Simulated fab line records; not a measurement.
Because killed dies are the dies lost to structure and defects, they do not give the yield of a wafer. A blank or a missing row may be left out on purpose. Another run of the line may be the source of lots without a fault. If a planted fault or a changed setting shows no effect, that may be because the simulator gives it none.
fab line records	flow nand-harc
record: lots: 6	wafers: 18	last-day: 24
route steps=1159 shown A_BLC@976 END@1159
lots with no fault: from the same line, run without faults
start-h: hours from the record's first day to the start of the lot's first wafer shown	wait-h: time in hours since the lot's previous step	" the same as in the row above	L1.1+2: a single row standing in for several wafers	- no value present, or no start provided	* or withheld: withheld	< > ~ a bound
route shown NAME@n: NAME is a module with steps in the file, n the number in the route of the first one	usual: average and standard deviation across the fault-free wafers	same: alike in all rows	chamber/n: place in a boat	sites: each site's reading	_std_site: their standard deviation	_edge_site: mean of outer sites minus mean of inner sites	radius-mm: for every site, how far away it sits from the centre of the wafer	mask NAME#n: copy n	behind: the last tool/chamber to shape the wafer	hold: the reason the lot was held/the length of the hold in hours/how it ended	device: which transistor (n, p or np) failed to switch	end of line: the route-end tests of the same wafers	where a step has no rows: the recipe by itself	killed: count of dies lost to structure and defects at first sort (not the wafer's yield)	map: per-die view of a wafer (x killed, . not killed, _ where there is no die)
set.NAME: the setting as run; set.NAME@STEP: as run at that earlier step	model.NAME: the simulator's own value behind a step, which no gauge read
certain route steps with their lots: each step a table, each wafer a row
services: from which hour (start-h, from the record's first day; less than 0 if before it) a tool's chamber was out of use, for how many hours, and why
== steps ==
step: NHARC_A_BLC_INSPECT_12
usual: raw-defect-count: 28/12
lot.wafer	tool	chamber	start-h	wait-h	raw-defect-count
L265.3	defect-inspect-01	-	408.81	0.0	31
L265.4	"	-	"	"	23
L265.6	"	-	"	"	33
L268.1	defect-inspect-01	-	422.36	0.0	15
L268.2	"	-	"	"	10
L268.3	"	-	"	"	15
L277.3	defect-inspect-02	-	457.57	0.0	26
L277.5	"	-	"	"	14
L277.6	"	-	"	"	11
L276.1	defect-inspect-02	-	461.90	0.0	41
L276.2	"	-	"	"	31
L276.6	"	-	"	"	30
L283.1	defect-inspect-01	-	528.01	0.0	22
L283.5	"	-	"	"	18
L283.6	"	-	"	"	12
L284.1	defect-inspect-01	-	528.76	0.0	14
L284.3	"	-	"	"	21
L284.6	"	-	"	"	17
step: NHARC_A_BLC_DESCUM_15
recipe: time-s: 3	o2-flow-sccm: 200	ar-flow-sccm: 0	bias-power-w: 0	chemistry: O2
usual: chamber-pressure-mTorr: 60.00/0.057	drypump-motor-current-A: 5.7/0.63	oes-product-au: 1.003/0.012	rf-vpp-V: 57.7/0.97	showerhead-plenum-p-Torr: 1.91/0.088	throttle-valve-pct: 11.313/0.0092
lot.wafer	tool	chamber	start-h	wait-h	chamber-pressure-mTorr	drypump-motor-current-A	oes-product-au	rf-hours-counter-h	rf-vpp-V	showerhead-plenum-p-Torr	throttle-valve-pct
L265.3	rie-diel-03	1	408.88	0.1	59.89	5.3	1.012	1	58.2	2.05	11.308
L265.4	"	3	"	"	59.93	5.3	0.998	0	57.4	1.92	11.313
L265.6	"	2	"	"	59.93	6.9	1.023	-	56.7	1.86	11.325
L268.3	rie-diel-08	0	422.42	0.1	60.05	5.6	0.994	12	58.4	1.77	11.301
L268.2	"	1	"	"	60.02	6.0	1.010	10	58.3	2.02	11.311
L268.1	"	2	"	"	60.11	5.7	1.012	11	57.8	1.81	11.315
L277.3	rie-diel-03	2	457.65	0.1	60.00	6.9	1.028	7	58.7	1.86	11.311
L277.6	"	0	"	"	60.03	4.8	1.003	-	58.8	1.94	11.316
L277.5	"	1	"	"	59.94	5.4	1.005	-	58.0	2.05	11.316
L276.1	rie-diel-03	3	461.98	0.1	59.98	5.3	1.015	8	56.7	1.92	11.309
L276.2	"	0	"	"	60.04	4.8	1.002	8	56.6	1.94	11.316
L276.6	"	2	"	"	60.01	6.8	1.015	-	58.1	1.86	11.324
L283.1	rie-diel-08	1	528.09	0.1	59.99	6.0	1.022	2	57.8	2.02	11.318
L283.6	"	3	"	"	60.04	5.0	0.991	-	58.2	1.91	11.317
L283.5	"	0	"	"	60.02	5.6	0.976	-	57.5	1.77	11.287
L284.3	rie-diel-03	3	528.82	0.1	60.00	5.2	1.026	16	57.9	1.92	11.322
L284.1	"	2	"	"	59.99	6.8	0.997	16	57.5	1.86	11.298
L284.6	"	0	"	"	59.97	4.8	0.995	-	58.8	1.94	11.307
step: NHARC_A_BLC_ETCH_16
recipe: target-depth-a: 390	over-etch-frac: 0.3	time-s: 65	ion-energy-ev: 80	cf4-flow-sccm: 150	ar-flow-sccm: 0	rf-w: 300	bias-w: 100	chemistry: CF4
usual: bias-w: 100.02/0.28	chamber-pressure-mTorr: 50.00/0.042	drypump-motor-current-A: 5.6/0.62	oes-product-au: 1.001/0.011	rf-vpp-V: 151.1/1.3	showerhead-plenum-p-Torr: 1.77/0.075	throttle-valve-pct: 13.284/0.0088
lot.wafer	tool	chamber	start-h	wait-h	bias-w	chamber-pressure-mTorr	drypump-motor-current-A	oes-product-au	rf-hours-counter-h	rf-vpp-V	showerhead-plenum-p-Torr	throttle-valve-pct
L265.3	rie-diel-03	0	408.96	0.1	100.26	50.00	4.8	0.998	0	152.2	1.80	13.296
L265.4	"	2	"	"	99.49	49.98	6.8	1.017	1	150.6	1.72	13.291
L265.6	"	1	"	"	100.02	50.10	5.3	1.008	-	152.3	1.89	13.273
L268.3	rie-diel-08	2	422.51	0.1	100.03	49.97	5.7	1.002	11	148.5	1.68	13.284
L268.2	"	3	"	"	100.19	50.00	5.0	0.993	9	152.2	1.77	13.296
L268.1	"	0	"	"	99.59	49.95	5.6	0.996	12	147.9	1.65	13.273
L277.3	rie-diel-03	1	457.92	0.3	100.13	50.00	5.3	1.000	7	153.2	1.89	13.283
L277.6	"	0	"	"	100.32	50.01	4.8	1.004	-	151.0	1.79	13.270
L277.5	"	1	"	"	100.59	49.95	5.3	1.003	-	153.3	1.89	13.278
L276.1	rie-diel-03	2	462.05	0.1	100.21	49.95	6.8	1.008	8	150.2	1.72	13.289
L276.2	"	0	"	"	100.28	49.98	4.8	1.003	8	151.3	1.79	13.284
L276.6	"	2	"	"	100.38	50.03	6.8	1.003	-	150.1	1.72	13.279
L283.1	rie-diel-08	1	528.16	0.1	99.97	50.05	6.0	1.024	2	151.9	1.86	13.282
L283.6	"	0	"	"	99.73	50.04	5.6	0.987	-	149.0	1.65	13.282
L283.5	"	1	"	"	100.02	50.00	6.0	1.021	-	152.1	1.86	13.289
L284.3	rie-diel-03	1	528.90	0.1	99.93	49.97	5.3	0.996	15	152.5	1.88	13.289
L284.1	"	3	"	"	99.93	49.98	5.3	1.023	16	151.4	1.77	13.284
L284.6	"	1	"	"	100.06	50.02	5.3	0.992	-	152.2	1.88	13.295
step: NHARC_A_BLC_ETCH_17
recipe: target-depth-a: 3900	over-etch-frac: 0.25	time-s: 609.38	ion-energy-ev: 200	n2-flow-sccm: 150	h2-flow-sccm: 150	ar-flow-sccm: 0	rf-w: 400	bias-w: 150	chemistry: N2/H2
step: NHARC_A_BLC_ETCH_18
recipe: target-depth-a: 9100	c4f8-flow-sccm: 20	o2-flow-sccm: 10	ar-flow-sccm: withheld	rf-w: 600	bias-w: 1500	chemistry: C4F8/O2/Ar
usual: bias-w: 1500/4.5	chamber-pressure-mTorr: 25.001/0.023	oes-product-au: 0.952/0.02	rf-vpp-V: 978/5.9
lot.wafer	tool	chamber	start-h	wait-h	bias-w	chamber-pressure-mTorr	oes-product-au	rf-hours-counter-h	rf-vpp-V
L265.3	rie-diel-03	0	-	-	1493	25.018	0.973	1	980
L265.4	"	2	"	"	1495	25.018	0.974	1	975
L265.6	"	1	"	"	1489	24.999	0.958	-	987
L268.1	rie-diel-08	1	-	-	1502	24.979	0.937	10	985
L268.2	"	2	"	"	1503	25.013	0.920	11	970
L268.3	"	0	"	"	1497	25.001	0.925	12	967
L277.3	rie-diel-03	2	-	-	1501	25.035	0.969	8	974
L277.5	"	1	"	"	1501	24.996	0.952	-	988
L277.6	"	2	"	"	1498	25.008	0.964	-	975
L276.2	rie-diel-03	1	-	-	1506	24.984	0.955	8	987
L276.1	"	0	"	"	1499	25.016	0.981	8	980
L276.6	"	1	"	"	1510	24.963	0.969	-	987
L283.1	rie-diel-08	2	-	-	1502	25.043	0.969	2	971
L283.6	"	3	"	"	1503	24.987	0.954	-	979
L283.5	"	0	"	"	1499	24.973	0.939	-	968
L284.3	rie-diel-03	3	-	-	1502	25.010	0.980	16	980
L284.1	"	1	"	"	1500	25.015	0.968	16	988
L284.6	"	3	"	"	1501	25.004	0.971	-	979
step: NHARC_A_BLC_CD_MEAS_19
usual: cd-nm: 99.4/2.6
lot.wafer	tool	chamber	start-h	wait-h	cd-nm
L265.3	cd-sem-01	-	409.85	-	103.4
L265.4	"	-	"	"	99.9
L265.6	"	-	"	"	102.3
L268.1	cd-sem-02	-	423.39	-	98.5
L268.2	"	-	"	"	99.8
L268.3	"	-	"	"	102.5
L277.3	cd-sem-02	-	458.81	-	101.5
L277.5	"	-	"	"	103.3
L277.6	"	-	"	"	103.1
L276.1	cd-sem-03	-	462.92	-	98.9
L276.2	"	-	"	"	99.3
L276.6	"	-	"	"	98.9
L283.1	cd-sem-03	-	529.04	-	99.8
L283.5	"	-	"	"	101.9
L283.6	"	-	"	"	101.4
L284.1	cd-sem-03	-	529.79	-	95.3
L284.3	"	-	"	"	95.7
L284.6	"	-	"	"	95.1
step: NHARC_A_BLC_STRIP_29
recipe: cf4-flow-sccm: 150	ar-flow-sccm: 0	bias-w: 0	chemistry: CF4
step: NHARC_A_BLC_STRIP_21
recipe: o2-flow-sccm: 500	ar-flow-sccm: 0	bias-w: 0	chemistry: O2
step: NHARC_A_BLC_STRIP_22
recipe: time-s: 600	temp-c: 30	chemistry: post-etch-residue-remover
step: NHARC_A_BLC_DEGAS_30
recipe: temp-c: 300	time-s: 60
usual: heater-power-w: 449/33
lot.wafer	tool	chamber	start-h	wait-h	heater-power-w
L265.4	pvd-sputter-01	-	410.45	-	424
L265.3	"	-	"	"	420
L265.6	"	-	"	"	430
L268.2	pvd-sputter-03	-	424.01	-	379
L268.3	"	-	"	"	442
L268.1	"	-	"	"	434
L277.3	pvd-sputter-03	-	459.41	-	482
L277.5	"	-	"	"	481
L277.6	"	-	"	"	388
L276.2	pvd-sputter-03	-	463.57	-	485
L276.1	"	-	"	"	440
L276.6	"	-	"	"	430
L283.1	pvd-sputter-02	-	529.66	-	429
L283.6	"	-	"	"	463
L283.5	"	-	"	"	445
L284.3	pvd-sputter-01	-	530.40	-	427
L284.1	"	-	"	"	448
L284.6	"	-	"	"	476
step: NHARC_A_BLC_PRE_CLEAN_31
recipe: time-s: 15	bias-v: 250	gas: Ar
step: NHARC_A_BLC_PVD_32
recipe: target-thk-a: 50	chamber-pressure-pa: 5	power-w: 5000	substrate-temp-c: 200	time-s: 17.7	material: Ti
step: NHARC_A_BLC_ALD_23
recipe: target-thk-a: 30	pulse-time-s: 1	ald-cycles: 150	temp-c: 450	material: TiN
usual: ald-cycles: 150/0	heater-power-outer-w: 717/67	heater-power-w: 1112/100	precursor-pulse-height-rel: 0.998/0.022
lot.wafer	tool	chamber	start-h	wait-h	ald-cycles	heater-power-outer-w	heater-power-w	precursor-pulse-height-rel
L265.3	ald-metal-03	1	410.69	-	150	734	1066	0.990
L265.4	"	3	"	"	150	700	1069	0.991
L265.6	"	1	"	"	150	725	1071	0.963
L268.3	ald-metal-02	2	424.25	-	150	657	1056	0.972
L268.1	"	3	"	"	150	647	1004	0.967
L268.2	"	0	"	"	150	642	1023	1.021
L277.3	ald-metal-02	1	459.73	-	-	-	-	-
L277.6	"	2	"	"	-	-	-	-
L277.5	"	3	"	"	-	-	-	-
L276.2	ald-metal-03	3	463.80	-	-	-	-	-
L276.1	"	0	"	"	-	-	-	-
L276.6	"	0	"	"	-	-	-	-
L283.1	ald-metal-04	1	529.89	-	150	743	1168	1.030
L283.6	"	2	"	"	150	774	1210	0.983
L283.5	"	0	"	"	150	794	1265	0.977
L284.1	ald-metal-03	2	530.65	-	150	869	1342	1.013
L284.3	"	0	"	"	150	612	958	0.977
L284.6	"	3	"	"	150	726	1050	0.955
step: NHARC_A_BLC_CVD_24
recipe: target-thk-a: 1500	temp-c: 300	pressure-torr: 40	wf6-flow-sccm: 40	h2-flow-sccm: 1600	ar-flow-sccm: 1560	time-s: 434	material: W
usual: heater-power-w: 506/44	throttle-valve-pct: 8.28/0.3
lot.wafer	tool	chamber	start-h	wait-h	heater-power-w	throttle-valve-pct
L265.4	cvd-w-01	1	-	-	553	8.00
L265.3	"	0	"	"	467	8.52
L265.6	"	1	"	"	565	8.09
L268.1	cvd-w-02	0	-	-	479	8.53
L268.2	"	1	"	"	536	8.02
L268.3	"	0	"	"	464	8.75
L277.3	cvd-w-01	0	-	-	452	8.20
L277.6	"	0	"	"	457	8.38
L277.5	"	1	"	"	547	7.71
L276.2	cvd-w-02	0	-	-	467	8.43
L276.1	"	1	"	"	532	8.10
L276.6	"	0	"	"	468	8.75
L283.1	cvd-w-02	1	-	-	542	8.23
L283.6	"	1	"	"	531	8.22
L283.5	"	0	"	"	490	8.76
L284.1	cvd-w-02	1	-	-	525	8.46
L284.3	"	0	"	"	478	8.79
L284.6	"	0	"	"	472	9.00
step: NHARC_END_SORT_01
recipe: temp-c: 25
usual: killed-at-array: 27/10	killed-at-other: 0.6/0.83	killed-at-periphery: 2.4/1.8	killed-dies: 30/10	killed-open: 3.3/1.7	killed-short: 1.8/1.4
same: gross-dies: 677
lot.wafer	tool	chamber	start-h	wait-h	killed-at-array	killed-at-other	killed-at-periphery	killed-dies	killed-open	killed-short
L265.3	prober-02	0	471.69	3.1	31	0	2	33	3	3
L265.4	prober-02	0	472.49	3.4	25	0	2	27	2	1
L265.6	prober-02	0	474.09	4.0	32	0	4	36	6	3
L268.1	prober-02	0	477.92	2.5	17	1	2	20	5	1
L268.2	prober-02	0	478.72	2.8	16	2	0	18	4	2
L268.3	prober-02	0	479.51	3.1	17	2	0	19	3	2
L277.3	prober-01	0	503.50	7.1	674	1	2	677	2	2
L277.5	prober-01	0	505.08	7.6	674	0	3	677	5	3
L277.6	prober-01	0	505.88	7.9	676	0	1	677	5	1
L276.1	prober-02	0	509.11	2.5	677	0	0	677	1	2
L276.2	prober-02	0	509.91	2.8	675	0	2	677	4	2
L276.6	prober-02	0	513.13	4.0	674	2	1	677	4	2
L283.1	prober-01	0	570.82	2.5	20	1	1	22	2	1
L283.5	prober-01	0	573.98	3.7	19	1	4	24	5	2
L283.6	prober-01	0	574.77	3.9	14	1	2	17	3	2
L284.1	prober-02	0	578.55	2.5	12	0	5	17	2	1
L284.3	prober-02	0	580.14	3.1	20	3	3	26	4	1
L284.6	prober-02	0	582.53	4.0	17	1	6	24	6	0
killed by level:class
L265.3 A_CHANNEL_HOLE_D1:chamber-film-flake=16 A_STAIRCASE:chamber-film-flake=6 A_ZERO_WELL:chamber-film-flake=2 A_CONTACT:chamber-film-flake=2 P_CONTACT:geometric-particle:short=1 P_M0:geometric-particle:open=1 A_SOURCE_PLATE:geometric-particle:short=1 A_ONON_D1:geometric-particle:open=1
L265.4 A_CHANNEL_HOLE_D1:chamber-film-flake=10 A_CONTACT:chamber-film-flake=5 A_ZERO_WELL:chamber-film-flake=2 A_STAIRCASE:chamber-film-flake=2 A_CHANNEL_FILL_D1:geometric-particle:open=1 P_BONDPAD:chamber-film-flake=1 A_WL_FILL:geometric-particle:open=1 A_WL_FILL:geometric-particle:short=1
L265.6 A_CHANNEL_HOLE_D1:chamber-film-flake=12 A_CONTACT:chamber-film-flake=4 A_ZERO_WELL:chamber-film-flake=3 A_STAIRCASE:chamber-film-flake=3 A_CHANNEL_HOLE_D1:geometric-particle:open=2 P_GATE:chamber-film-flake=2 A_BONDPAD:chamber-film-flake=2 P_CONTACT:geometric-particle:open=1
L268.1 A_STAIRCASE:chamber-film-flake=4 P_M0:geometric-particle:open=2 A_CHANNEL_HOLE_D1:chamber-film-flake=2 A_SLIT:chamber-film-flake=2 A_CONTACT:chamber-film-flake=2 A_SOURCE_PLATE:geometric-particle:short=1 A_ONON_D1:geometric-particle:open=1 A_CHANNEL_FILL_D1:geometric-particle:open=1
L268.2 A_STAIRCASE:chamber-film-flake=4 A_CHANNEL_HOLE_D1:chamber-film-flake=3 A_CONTACT:geometric-particle:open=2 A_WL_FILL:chamber-film-flake=2 A_ONON_D1:geometric-particle:short=1 A_SGD_CUT:geometric-particle:open=1 A_M0:geometric-particle:open=1 STARTING-WAFER:geometric-particle:short=1
L268.3 A_CHANNEL_HOLE_D1:chamber-film-flake=4 A_CONTACT:chamber-film-flake=3 A_STAIRCASE:chamber-film-flake=2 THIN_TSV:chamber-film-flake=2 A_ONON_D1:geometric-particle:short=1 A_CHANNEL_FILL_D1:geometric-particle:open=1 A_WL_FILL:geometric-particle:open=1 A_CONTACT:geometric-particle:open=1
L277.3 A_BLC:area-ald=649 A_CHANNEL_HOLE_D1:chamber-film-flake=10 A_CONTACT:chamber-film-flake=7 A_STAIRCASE:chamber-film-flake=5 P_GATE:geometric-particle:open=1 A_CONTACT:geometric-particle:short=1 A_CONTACT:geometric-particle:open=1 A_BLC:geometric-particle:short=1
L277.5 A_BLC:area-ald=661 A_CONTACT:chamber-film-flake=3 A_ONON_D1:geometric-particle:open=2 A_CHANNEL_HOLE_D1:chamber-film-flake=2 A_STAIRCASE:chamber-film-flake=2 P_CONTACT:geometric-particle:open=1 P_M1:geometric-particle:open=1 P_M1:geometric-particle:short=1
L277.6 A_BLC:area-ald=662 A_CONTACT:chamber-film-flake=4 A_CHANNEL_HOLE_D1:chamber-film-flake=3 A_STAIRCASE:chamber-film-flake=2 P_M0:geometric-particle:open=1 A_ONON_D1:geometric-particle:short=1 A_CHANNEL_HOLE_D1:geometric-particle:open=1 A_SGD_CUT:geometric-particle:open=1
L276.1 A_BLC:area-ald=643 A_CHANNEL_HOLE_D1:chamber-film-flake=17 A_CONTACT:chamber-film-flake=5 A_STAIRCASE:chamber-film-flake=4 A_WL_FILL:chamber-film-flake=4 A_ONON_D1:geometric-particle:short=2 A_SGD_CUT:geometric-particle:open=1 A_CHANNEL_FILL_D1:chamber-film-flake=1
L276.2 A_BLC:area-ald=647 A_CHANNEL_HOLE_D1:chamber-film-flake=15 A_CONTACT:chamber-film-flake=6 A_WL_FILL:chamber-film-flake=2 P_CONTACT:geometric-particle:short=1 P_CONTACT:geometric-particle:open=1 A_ONON_D1:geometric-particle:open=1 A_WL_FILL:geometric-particle:open=1
L276.6 A_BLC:area-ald=645 A_CHANNEL_HOLE_D1:chamber-film-flake=17 A_CONTACT:chamber-film-flake=4 A_STAIRCASE:chamber-film-flake=3 A_CONTACT:geometric-particle:open=2 P_CONTACT:geometric-particle:open=1 A_CHANNEL_FILL_D1:geometric-particle:short=1 A_CHANNEL_FILL_D1:chamber-film-flake=1
L283.1 A_CHANNEL_HOLE_D1:chamber-film-flake=7 A_CONTACT:chamber-film-flake=4 A_STAIRCASE:chamber-film-flake=2 A_WL_FILL:geometric-particle:open=1 A_WL_FILL:geometric-particle:short=1 A_CONTACT:geometric-particle:open=1 P_STI:chamber-film-flake=1 A_CHANNEL_FILL_D1:chamber-film-flake=1
L283.5 A_CHANNEL_HOLE_D1:chamber-film-flake=7 A_CONTACT:geometric-particle:open=2 A_CONTACT:chamber-film-flake=2 A_STAIRCASE:chamber-film-flake=2 A_ONON_D1:geometric-particle:open=1 A_ONON_D1:geometric-particle:short=1 A_CHANNEL_FILL_D1:geometric-particle:short=1 A_WL_FILL:geometric-particle:open=1
L283.6 A_CONTACT:chamber-film-flake=5 A_CHANNEL_HOLE_D1:chamber-film-flake=2 A_STAIRCASE:chamber-film-flake=2 P_CONTACT:geometric-particle:open=1 A_ONON_D1:geometric-particle:short=1 A_CHANNEL_HOLE_D1:geometric-particle:open=1 A_CHANNEL_FILL_D1:geometric-particle:short=1 A_CONTACT:geometric-particle:open=1
L284.1 A_CHANNEL_HOLE_D1:chamber-film-flake=6 A_SGD_CUT:chamber-film-flake=3 A_STAIRCASE:chamber-film-flake=2 P_GATE:geometric-particle:open=1 P_CONTACT:geometric-particle:open=1 P_CONTACT:geometric-particle:short=1 P_GATE:chamber-film-flake=1 P_M2:chamber-film-flake=1
L284.3 A_CHANNEL_HOLE_D1:chamber-film-flake=6 A_SLIT:chamber-film-flake=3 A_CONTACT:chamber-film-flake=3 THIN_TSV:chamber-film-flake=3 P_M2:chamber-film-flake=2 A_STAIRCASE:chamber-film-flake=2 A_SLIT:geometric-particle:open=1 A_WL_FILL:geometric-particle:short=1
L284.6 A_CHANNEL_HOLE_D1:chamber-film-flake=7 P_M2:chamber-film-flake=4 P_CONTACT:geometric-particle:open=2 A_STAIRCASE:chamber-film-flake=2 A_SGD_CUT:chamber-film-flake=2 A_ONON_D1:geometric-particle:open=1 A_CHANNEL_FILL_D1:geometric-particle:open=1 A_SGD_CUT:geometric-particle:open=1
map L276.1 (x killed, . not)
____________x____________
_________xxxxxxx_________
_______xxxxxxxxxxx_______
______xxxxxxxxxxxxx______
_____xxxxxxxxxxxxxxx_____
____xxxxxxxxxxxxxxxxx____
____xxxxxxxxxxxxxxxxx____
___xxxxxxxxxxxxxxxxxxx___
___xxxxxxxxxxxxxxxxxxx___
__xxxxxxxxxxxxxxxxxxxxx__
__xxxxxxxxxxxxxxxxxxxxx__
_xxxxxxxxxxxxxxxxxxxxxxx_
_xxxxxxxxxxxxxxxxxxxxxxx_
_xxxxxxxxxxxxxxxxxxxxxxx_
_xxxxxxxxxxxxxxxxxxxxxxx_
_xxxxxxxxxxxxxxxxxxxxxxx_
xxxxxxxxxxxxxxxxxxxxxxxxx
xxxxxxxxxxxxxxxxxxxxxxxxx
xxxxxxxxxxxxxxxxxxxxxxxxx
xxxxxxxxxxxxxxxxxxxxxxxxx
xxxxxxxxxxxxxxxxxxxxxxxxx
_xxxxxxxxxxxxxxxxxxxxxxx_
_xxxxxxxxxxxxxxxxxxxxxxx_
_xxxxxxxxxxxxxxxxxxxxxxx_
_xxxxxxxxxxxxxxxxxxxxxxx_
_xxxxxxxxxxxxxxxxxxxxxxx_
__xxxxxxxxxxxxxxxxxxxxx__
__xxxxxxxxxxxxxxxxxxxxx__
___xxxxxxxxxxxxxxxxxxx___
___xxxxxxxxxxxxxxxxxxx___
____xxxxxxxxxxxxxxxxx____
____xxxxxxxxxxxxxxxxx____
_____xxxxxxxxxxxxxxx_____
______xxxxxxxxxxxxx______
_______xxxxxxxxxxx_______
_________xxxxxxx_________
____________x____________
map L277.3 (x killed, . not)
____________x____________
_________xxxxxxx_________
_______xxxxxxxxxxx_______
______xxxxxxxxxxxxx______
_____xxxxxxxxxxxxxxx_____
____xxxxxxxxxxxxxxxxx____
____xxxxxxxxxxxxxxxxx____
___xxxxxxxxxxxxxxxxxxx___
___xxxxxxxxxxxxxxxxxxx___
__xxxxxxxxxxxxxxxxxxxxx__
__xxxxxxxxxxxxxxxxxxxxx__
_xxxxxxxxxxxxxxxxxxxxxxx_
_xxxxxxxxxxxxxxxxxxxxxxx_
_xxxxxxxxxxxxxxxxxxxxxxx_
_xxxxxxxxxxxxxxxxxxxxxxx_
_xxxxxxxxxxxxxxxxxxxxxxx_
xxxxxxxxxxxxxxxxxxxxxxxxx
xxxxxxxxxxxxxxxxxxxxxxxxx
xxxxxxxxxxxxxxxxxxxxxxxxx
xxxxxxxxxxxxxxxxxxxxxxxxx
xxxxxxxxxxxxxxxxxxxxxxxxx
_xxxxxxxxxxxxxxxxxxxxxxx_
_xxxxxxxxxxxxxxxxxxxxxxx_
_xxxxxxxxxxxxxxxxxxxxxxx_
_xxxxxxxxxxxxxxxxxxxxxxx_
_xxxxxxxxxxxxxxxxxxxxxxx_
__xxxxxxxxxxxxxxxxxxxxx__
__xxxxxxxxxxxxxxxxxxxxx__
___xxxxxxxxxxxxxxxxxxx___
___xxxxxxxxxxxxxxxxxxx___
____xxxxxxxxxxxxxxxxx____
____xxxxxxxxxxxxxxxxx____
_____xxxxxxxxxxxxxxx_____
______xxxxxxxxxxxxx______
_______xxxxxxxxxxx_______
_________xxxxxxx_________
____________x____________
== services ==
tool	chamber	start-h	hours	kind
pvd-sputter-02	-	392.00	10.0	pm
rie-diel-03	-	392.31	9.0	pm
rie-diel-03	0	392.31	9.0	vent-cycle
rie-diel-03	1	392.31	9.0	vent-cycle
rie-diel-03	2	392.31	9.0	vent-cycle
rie-diel-03	3	392.31	9.0	vent-cycle
cvd-w-02	-	393.90	13.0	pm
rie-diel-03	0	401.31	-	clean
rie-diel-03	1	401.31	-	clean
rie-diel-03	2	401.31	-	clean
ald-metal-04	-	406.00	10.0	pm
ald-metal-02	-	411.28	1.6	repair
pvd-sputter-03	-	421.89	1.1	repair
rie-diel-08	-	424.65	61.7	repair
pvd-sputter-03	-	466.54	10.0	pm
cvd-w-01	-	476.85	13.0	pm
ald-metal-03	-	477.45	0.6	repair
pvd-sputter-01	-	477.52	1.4	repair
rie-diel-08	-	486.38	9.0	pm
ald-metal-03	-	500.00	10.0	pm
ald-metal-02	-	511.20	0.3	repair
rie-diel-03	-	512.05	0.4	repair
pvd-sputter-01	-	514.00	10.0	pm
ald-metal-04	3	524.16	24.2	repair
== key ==
first-sign: step: NHARC_A_BLC_ALD_23	reading: tool-record	direction: missing
effect: step: NHARC_END_SORT_01	reading: killed-at-array	direction: up	sigmas: 63	usual: 27	struck: 675
more-kills-born-at: NHARC_A_BLC_ALD_23@ald-metal-02: 1972	NHARC_A_BLC_ALD_23@ald-metal-03: 1935
met-at NHARC_A_BLC_ALD_23
struck-wafers L276.1,L276.2,L276.6,L277.3,L277.5,L277.6
later-rows-left-out L276.1,L276.2,L276.6,L277.3,L277.5,L277.6
tester-left-out L276,L277
onset-between 424.25 459.73
fault: kind: skipped-step-whole	tool: ald-metal-02,ald-metal-03	chamber: -	onset-h: 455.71	steps: NHARC_A_BLC_ALD_23	scope: struck-lots-only
tester-left-out: of these lots the tester's yield and bins aren't shown, on N5 and GAA mostly nor the transistor test; their killed dies are dies lost to structure and defects alone, not to doping, threshold or leakage, so they don't give the yield
later-rows-left-out: the simulator's readings of these wafers behind a module that went badly wrong aren't trusted and aren't shown, but for the sort
